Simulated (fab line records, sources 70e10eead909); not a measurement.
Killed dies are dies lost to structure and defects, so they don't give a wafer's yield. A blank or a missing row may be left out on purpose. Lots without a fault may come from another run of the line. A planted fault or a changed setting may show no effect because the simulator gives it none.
fab line records | flow nand_harc
record lots=12 wafers=36 last_day=30
route steps=1302 shown P_ZERO_WELL@18 END@1302
lots that met no fault: from a run of the same line without faults
start_h: hours from the record's first day to the start of the lot's first wafer shown | wait_h: hours since the lot's step before | " the same as in the row above | L1.1+2: a row that stands for several wafers | - no value, or no start given | * or withheld: withheld | < > ~ a bound
route shown NAME@n: a module of which the file shows steps, and the number in the route of the first | usual: mean/standard deviation of fault-free wafers | same: alike in all rows | chamber/n: place in a boat | sites: the reading at each site | _std_site: their standard deviation | _edge_site: outer sites' mean less inner sites' | radius_mm: how far each site lies from the wafer's centre | mask NAME#n: copy n | behind: the tool/chamber that last shaped the wafer | hold: why the lot was held/for how many hours/how that ended | device: the transistor (n, p or np) that didn't switch | end of line: the same wafers' tests at the end of the route | a step without rows: its recipe alone | killed: dies lost to structure and defects at the first sort, not the wafer's yield | map: a wafer's dies, x killed, . not, _ none there
set.NAME: the setting as run; set.NAME@STEP: as run at that earlier step | model.NAME: the simulator's own value behind a step, which no gauge read
steps of the route over a sample of lots; a table a step, a row a wafer
services: from which hour (start_h, from the record's first day; less than 0 if before it) a tool's chamber was out of use, for how many hours, and why
## steps
# step NHARC_P_ZERO_WELL_ETCH_62
# recipe target_depth_a=130 time_s=6.5 chf3_flow_sccm=50 ar_flow_sccm=200 rf_w=500 bias_w=200 chemistry=CHF3/Ar
# usual drypump_motor_current_A=5.7/0.43 oes_product_au=0.961/0.02 rf_vpp_V=370.3/2.7 showerhead_plenum_p_Torr=2.33/0.12 throttle_valve_pct=20.217/0.0095
# columns lot.wafer tool chamber start_h wait_h drypump_motor_current_A oes_product_au rf_hours_counter_h rf_vpp_V showerhead_plenum_p_Torr throttle_valve_pct
L923.3 rie_diel-02 1 - - 6.2 0.981 55 372.4 2.40 20.210
L923.4 " 0 " " 6.1 1.005 54 370.1 2.32 20.222
L923.6 " 2 " " 6.1 0.990 - 369.8 2.26 20.217
L924.2 rie_diel-01 0 - - 4.7 0.966 3 372.5 2.39 20.218
L924.1 " 3 " " 5.6 0.966 3 376.1 2.53 20.224
L924.5 " 0 " " 4.7 0.963 - 371.2 2.39 20.211
L926.3 rie_diel-02 1 - - 6.2 0.943 8 372.7 2.39 20.210
L926.1 " 2 " " 6.1 0.965 8 368.4 2.25 20.213
L926.6 " 3 " " 5.5 0.950 - 366.8 2.19 20.231
L928.2 rie_diel-02 0 - - 6.1 0.933 13 370.5 2.32 20.212
L928.1 " 2 " " 6.1 0.942 16 368.1 2.25 20.198
L928.4 " 1 " " 6.2 0.941 - 370.6 2.39 20.204
L929.3 rie_diel-02 2 - - 6.1 0.975 19 368.9 2.25 20.220
L929.2 " 1 " " 6.2 0.959 21 373.3 2.39 20.219
L929.6 " 2 " " 6.1 0.967 - 368.1 2.25 20.214
L930.2 rie_diel-01 2 - - 5.8 0.942 24 365.5 2.17 20.224
L930.3 " 0 " " 4.7 0.958 30 372.4 2.38 20.223
L930.5 " 2 " " 5.9 0.950 - 367.3 2.17 20.200
L931.4 rie_diel-01 2 - - 5.9 0.941 27 368.0 2.17 20.229
L931.3 " 3 " " 5.7 0.968 23 376.0 2.53 20.221
L931.6 " 0 " " 4.7 0.965 - 372.9 2.38 20.225
L932.3 rie_diel-01 1 - - 6.1 0.937 31 371.0 2.34 20.220
L932.2 " 2 " " 5.8 0.910 29 366.6 2.17 20.223
L932.5 " 2 " " 5.9 0.915 - 366.7 2.17 20.229
L934.2 rie_diel-01 3 - - 5.6 0.962 29 373.6 2.52 20.203
L934.1 " 0 " " 4.7 0.979 40 371.7 2.38 20.231
L934.6 " 3 " " 5.6 0.953 - 373.4 2.52 20.227
L935.4 rie_diel-01 1 - - 6.1 0.995 36 368.8 2.34 20.215
L935.1 " 0 " " 4.7 0.982 43 370.4 2.37 20.213
L935.5 " 1 " " 6.1 0.980 - 371.3 2.34 20.224
L937.4 rie_diel-10 0 - - 5.4 0.966 32 366.9 2.17 20.214
L937.6 " 2 " " 5.4 0.985 - 367.1 2.20 20.209
L937.5 " 3 " " 6.0 0.952 - 373.3 2.44 20.218
L939.1 rie_diel-01 3 - - 5.6 0.950 42 373.9 2.52 20.214
L939.6 " 0 " " 4.7 0.987 - 371.0 2.37 20.221
L939.5 " 1 " " 6.1 0.972 - 368.9 2.33 20.215
# step NHARC_P_ZERO_WELL_ETCH_63
# recipe target_depth_a=1200 time_s=40.1 hbr_flow_sccm=150 cl2_flow_sccm=50 rf_w=400 icp_w=400 bias_w=100 chemistry=HBr/Cl2
# usual drypump_motor_current_A=5.9/0.42 oes_product_au=0.998/0.012 throttle_valve_pct=26.406/0.0096
# columns lot.wafer tool chamber start_h wait_h drypump_motor_current_A oes_product_au rf_hours_counter_h throttle_valve_pct
L923.4 rie_si-06 1 31.65 - 5.8 0.992 0.8 26.423
L923.3 " 0 " " 5.7 0.985 1.0 26.396
L923.6 " 2 " " 6.5 0.991 - 26.421
L924.1 rie_si-06 3 41.72 - 5.9 0.988 1.1 26.398
L924.2 " 0 " " 5.6 0.992 1.0 26.396
L924.5 " 2 " " 6.5 0.990 - 26.409
L926.3 rie_si-01 0 61.84 - 5.6 1.004 0.1 26.405
L926.1 " 1 " " 5.4 1.009 0.1 26.407
L926.6 " 3 " " 5.3 1.014 - 26.413
L928.1 rie_si-06 3 81.79 - 5.9 0.996 0.0 26.399
L928.2 " 0 " " 5.7 0.990 0.0 26.398
L928.4 " 2 " " 6.5 1.008 0.0 26.405
L929.2 rie_si-06 1 91.70 - 5.8 1.014 0.0 26.404
L929.3 " 2 " " 6.5 1.000 0.0 26.405
L929.6 " 1 " " 5.8 1.009 - 26.407
L930.2 rie_si-01 3 101.71 - 5.4 1.026 0.4 26.402
L930.3 " 0 " " 5.6 1.009 0.4 26.408
L930.5 " 0 " " 5.6 1.018 - 26.410
L931.3 rie_si-06 0 111.66 - 5.6 0.980 0.2 26.402
L931.4 " 3 " " 5.9 0.985 0.2 26.410
L931.6 " 1 " " 5.8 1.010 - 26.404
L932.2 rie_si-05 0 122.25 - 6.1 1.012 0.9 26.410
L932.3 " 1 " " 6.2 0.976 1.0 26.408
L932.5 " 0 " " 6.1 1.016 - 26.416
L934.1 rie_si-06 2 141.67 - 6.5 0.999 0.3 26.404
L934.2 " 0 " " 5.8 0.992 0.4 26.396
L934.6 " 2 " " 6.5 1.004 - 26.400
L935.4 rie_si-06 0 151.66 - 5.7 0.980 0.5 26.408
L935.1 " 3 " " 5.9 0.981 0.4 26.402
L935.5 " 0 " " 5.6 0.991 - 26.401
L937.4 rie_si-05 3 171.67 - 5.0 0.970 0.1 26.418
L937.5 " 2 " " 6.6 1.028 - 26.407
L937.6 " 3 " " 5.0 0.991 - 26.396
L939.1 rie_si-06 2 191.79 - 6.5 0.995 0.7 26.415
L939.5 " 1 " " 5.8 1.003 - 26.423
L939.6 " 2 " " 6.5 0.992 - 26.409
# step NHARC_P_ZERO_WELL_EXPOSE_49
# recipe na=0.6 target_cd_nm=2000 dose_mj=22.64 mask_id=P_HVPW
# columns lot.wafer tool chamber start_h wait_h mask
L923.3+4+6 krf_scanner-04 0 35.69 - P_HVPW#0
L924.1+2+5 krf_scanner-03 0 45.80 - P_HVPW#0
L926.1+3+6 krf_scanner-04 0 65.70 - P_HVPW#0
L928.1+2+4 krf_scanner-03 0 85.89 - P_HVPW#0
L929.2+3+6 krf_scanner-04 0 99.65 - P_HVPW#0
L930.2+3+5 krf_scanner-02 0 105.66 - P_HVPW#0
L931.3+4+6 krf_scanner-04 0 115.60 - P_HVPW#0
L932.2+3+5 krf_scanner-03 0 126.19 - P_HVPW#0
L934.1+2+6 krf_scanner-03 0 145.60 - P_HVPW#0
L935.1+4+5 krf_scanner-04 0 155.71 - P_HVPW#0
L937.4+5+6 krf_scanner-04 0 175.63 - P_HVPW_R1#0
L939.1+5+6 krf_scanner-04 0 195.84 - P_HVPW#0
# step NHARC_P_ZERO_WELL_CD_MEAS_52
# recipe target_cd_nm=2000 landing_energy_ev=500
# usual cd_nm=1999.6/2.1
# columns lot.wafer tool chamber start_h wait_h cd_nm
L923.3 cd_sem-01 0 35.85 - 1997.2
L923.4 " 0 " " 1998.2
L923.6 " 0 " " 2001.4
L924.1 cd_sem-01 0 45.95 - 1999.7
L924.2 " 0 " " 2000.5
L924.5 " 0 " " 2000.6
L926.1 cd_sem-02 0 65.85 - 2000.9
L926.3 " 0 " " 1999.0
L926.6 " 0 " " 2001.1
L928.1 cd_sem-03 0 86.04 - 1998.8
L928.2 " 0 " " 2000.1
L928.4 " 0 " " 1997.6
L929.2 cd_sem-03 0 99.80 - 1999.3
L929.3 " 0 " " 1998.9
L929.6 " 0 " " 1999.9
L930.2 cd_sem-02 0 105.81 - 2000.9
L930.3 " 0 " " 1996.6
L930.5 " 0 " " 1996.6
L931.3 cd_sem-01 0 115.75 - 1997.1
L931.4 " 0 " " 1998.8
L931.6 " 0 " " 2001.8
L932.2 cd_sem-03 0 126.34 - 1997.6
L932.3 " 0 " " 2001.5
L932.5 " 0 " " 1996.8
L934.1 cd_sem-03 0 145.76 - 1997.4
L934.2 " 0 " " 1993.8
L934.6 " 0 " " 1995.8
L935.1 cd_sem-02 0 155.86 - 1997.2
L935.4 " 0 " " 2002.8
L935.5 " 0 " " 2000.7
L937.4 cd_sem-02 0 175.78 - 1957.3
L937.5 " 0 " " 1957.4
L937.6 " 0 " " 1961.4
L939.1 cd_sem-03 0 195.99 - 2001.5
L939.5 " 0 " " 1999.3
L939.6 " 0 " " 1996.9
# step NHARC_P_ZERO_WELL_INSPECT_43
# usual raw_defect_count=13/6.9
# columns lot.wafer tool chamber start_h wait_h raw_defect_count
L923.3 defect_inspect-01 - 37.73 0.4 15
L923.4 " - " " 18
L923.6 " - " " 19
L924.1 defect_inspect-01 - 47.77 0.6 18
L924.2 " - " " 10
L924.5 " - " " 10
L926.1 defect_inspect-01 - 67.67 0.6 22
L926.3 " - " " 31
L926.6 " - " " 31
L928.1 defect_inspect-02 - 87.97 0.6 16
L928.2 " - " " 13
L928.4 " - " " 19
L929.2 defect_inspect-01 - 101.62 0.5 13
L929.3 " - " " 18
L929.6 " - " " 32
L930.2 defect_inspect-01 - 107.62 0.5 7
L930.3 " - " " 3
L930.5 " - " " 19
L931.3 defect_inspect-01 - 117.55 0.4 22
L931.4 " - " " 8
L931.6 " - " " 10
L932.2 defect_inspect-02 - 128.15 0.5 7
L932.3 " - " " 16
L932.5 " - " " 20
L934.1 defect_inspect-02 - 147.72 0.6 20
L934.2 " - " " 7
L934.6 " - " " 24
L935.1 defect_inspect-01 - 157.68 0.6 12
L935.4 " - " " 7
L935.5 " - " " 15
L937.4 defect_inspect-01 - 177.63 0.3 24
L937.5 " - " " 22
L937.6 " - " " 15
L939.1 defect_inspect-02 - 197.82 0.6 10
L939.5 " - " " 11
L939.6 " - " " 10
# step NHARC_END_SORT_01
# recipe temp_c=25
# usual killed_at_array=58/22 killed_at_other=1.0/1.3 killed_at_periphery=5/3.4 killed_dies=64/22 killed_open=3.6/1.8 killed_short=2.4/1.7
# same gross_dies=677
# columns lot.wafer tool chamber start_h wait_h killed_at_array killed_at_other killed_at_periphery killed_dies killed_open killed_short
L923.3 prober-02 0 575.61 3.1 48 0 9 57 3 5
L923.4 prober-02 0 576.40 3.4 57 0 5 62 3 4
L923.6 prober-02 0 577.99 4.0 49 0 5 54 3 2
L932.2 prober-02 0 658.36 2.8 51 1 5 57 4 3
L932.3 prober-02 0 659.16 3.1 41 0 5 46 3 0
L932.5 prober-02 0 660.76 3.7 39 0 0 39 2 1
L937.4 prober-02 0 705.16 3.4 79 3 3 85 1 3
L937.5 prober-02 0 705.97 3.7 65 1 10 76 3 6
L937.6 prober-02 0 706.78 4.0 86 0 8 94 5 5
# killed by level:class
L923.3 A_CHANNEL_HOLE_D1:chamber_film_flake=25 A_CHANNEL_HOLE_D2:chamber_film_flake=5 A_CONTACT:chamber_film_flake=5 P_CONTACT:chamber_film_flake=4 A_DECK1_JOINT:geometric_particle:short=3 A_CHANNEL_FILL_D2:chamber_film_flake=3 P_STI:chamber_film_flake=2 P_BONDPAD:chamber_film_flake=2
L923.4 A_CHANNEL_HOLE_D1:chamber_film_flake=32 A_CHANNEL_HOLE_D2:chamber_film_flake=6 A_CONTACT:chamber_film_flake=5 A_STAIRCASE:chamber_film_flake=4 A_ONON_D2:geometric_particle:open=2 A_CHANNEL_FILL_D2:geometric_particle:short=2 P_STI:chamber_film_flake=2 A_DECK1_JOINT:chamber_film_flake=2
L923.6 A_CHANNEL_HOLE_D1:chamber_film_flake=29 A_CHANNEL_HOLE_D2:chamber_film_flake=6 A_STAIRCASE:chamber_film_flake=4 A_CONTACT:chamber_film_flake=3 P_ZERO_WELL:chamber_film_flake=2 A_DECK1_JOINT:geometric_particle:open=1 A_DECK1_JOINT:geometric_particle:short=1 A_ONON_D2:geometric_particle:open=1
L932.2 A_SLIT:chamber_film_flake=33 A_CHANNEL_HOLE_D1:chamber_film_flake=4 A_CONTACT:chamber_film_flake=4 A_CHANNEL_HOLE_D2:chamber_film_flake=3 P_STI:chamber_film_flake=2 P_CONTACT:geometric_particle:open=1 P_BONDPAD:geometric_particle:open=1 A_ONON_D1:geometric_particle:short=1
L932.3 A_SLIT:chamber_film_flake=35 P_CONTACT:geometric_particle:open=2 A_CHANNEL_HOLE_D1:chamber_film_flake=2 A_CONTACT:chamber_film_flake=2 P_M0:geometric_particle:open=1 P_GATE:chamber_film_flake=1 P_M0:chamber_film_flake=1 A_CHANNEL_HOLE_D2:chamber_film_flake=1
L932.5 A_SLIT:chamber_film_flake=27 A_CHANNEL_HOLE_D1:chamber_film_flake=5 A_CONTACT:chamber_film_flake=2 A_SOURCE_PLATE:geometric_particle:open=1 A_SGD_CUT:geometric_particle:short=1 A_M0:geometric_particle:open=1 A_CHANNEL_HOLE_D2:chamber_film_flake=1 A_WL_FILL:chamber_film_flake=1
L937.4 A_CHANNEL_HOLE_D1:chamber_film_flake=36 A_SLIT:chamber_film_flake=30 A_CONTACT:chamber_film_flake=7 THIN_TSV:chamber_film_flake=3 A_CHANNEL_FILL_D1:geometric_particle:short=2 A_CHANNEL_FILL_D2:chamber_film_flake=2 P_STI:geometric_particle:open=1 A_M1:geometric_particle:short=1
L937.5 A_CHANNEL_HOLE_D1:chamber_film_flake=27 A_SLIT:chamber_film_flake=23 A_CONTACT:chamber_film_flake=7 P_ZERO_WELL:chamber_film_flake=5 P_M2:chamber_film_flake=3 P_STI:geometric_particle:open=1 A_SOURCE_PLATE:geometric_particle:short=1 A_DECK1_JOINT:geometric_particle:short=1
L937.6 A_SLIT:chamber_film_flake=36 A_CHANNEL_HOLE_D1:chamber_film_flake=31 A_CONTACT:chamber_film_flake=8 P_M2:chamber_film_flake=3 A_CHANNEL_FILL_D1:geometric_particle:short=2 P_GATE:chamber_film_flake=2 A_STAIRCASE:chamber_film_flake=2 P_CONTACT:geometric_particle:open=1
## services
# columns tool chamber start_h hours kind
krf_scanner-04 - 10.00 4.0 pm
rie_si-01 - 16.00 9.0 pm
rie_diel-01 - 26.96 9.0 pm
krf_scanner-04 - 39.11 0.2 repair
rie_diel-02 - 39.71 9.0 pm
krf_scanner-03 - 46.14 5.0 repair
rie_diel-02 3 49.85 4.1 repair
rie_diel-10 2 51.32 7.3 repair
krf_scanner-03 - 52.00 4.0 pm
rie_diel-02 0 57.60 10.1 repair
rie_diel-10 - 62.49 1.7 repair
rie_diel-01 3 65.87 24.8 repair
rie_diel-02 3 70.76 20.3 repair
rie_si-06 - 72.00 9.0 pm
krf_scanner-03 - 72.57 5.9 repair
krf_scanner-03 - 82.59 2.0 repair
rie_si-01 1 85.74 7.0 repair
rie_diel-01 1 98.51 6.8 repair
rie_si-01 1 98.94 12.4 repair
rie_si-05 - 128.00 9.0 pm
krf_scanner-04 - 147.65 2.0 repair
rie_diel-01 3 163.66 8.1 repair
krf_scanner-04 - 182.00 4.0 pm
rie_si-01 - 193.00 9.0 pm
## key
first_sign step=NHARC_P_ZERO_WELL_EXPOSE_49 reading=mask direction=changed
effect step=NHARC_P_ZERO_WELL_CD_MEAS_52 reading=cd_nm direction=down sigmas=19 usual=1999.6 struck=1958.7
met_at NHARC_P_ZERO_WELL_EXPOSE_49
struck_lots L937
tester_left_out L937
not_acting_at NHARC_P_ZERO_WELL_ETCH_62,NHARC_P_ZERO_WELL_ETCH_63,NHARC_P_ZERO_WELL_INSPECT_43
onset_between 155.71 175.63
fault kind=wrong_mask tool=any chamber=- onset_h=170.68 steps=NHARC_P_ZERO_WELL_EXPOSE_49 aux_copy=P_HVPW_R1#0 cd_offset_nm=-39.53 scope=struck_lots_only
# tester_left_out: of these lots the tester's yield and bins aren't shown, on N5 and GAA mostly nor the transistor test; their killed dies are dies lost to structure and defects alone, not to doping, threshold or leakage, so they don't give the yield
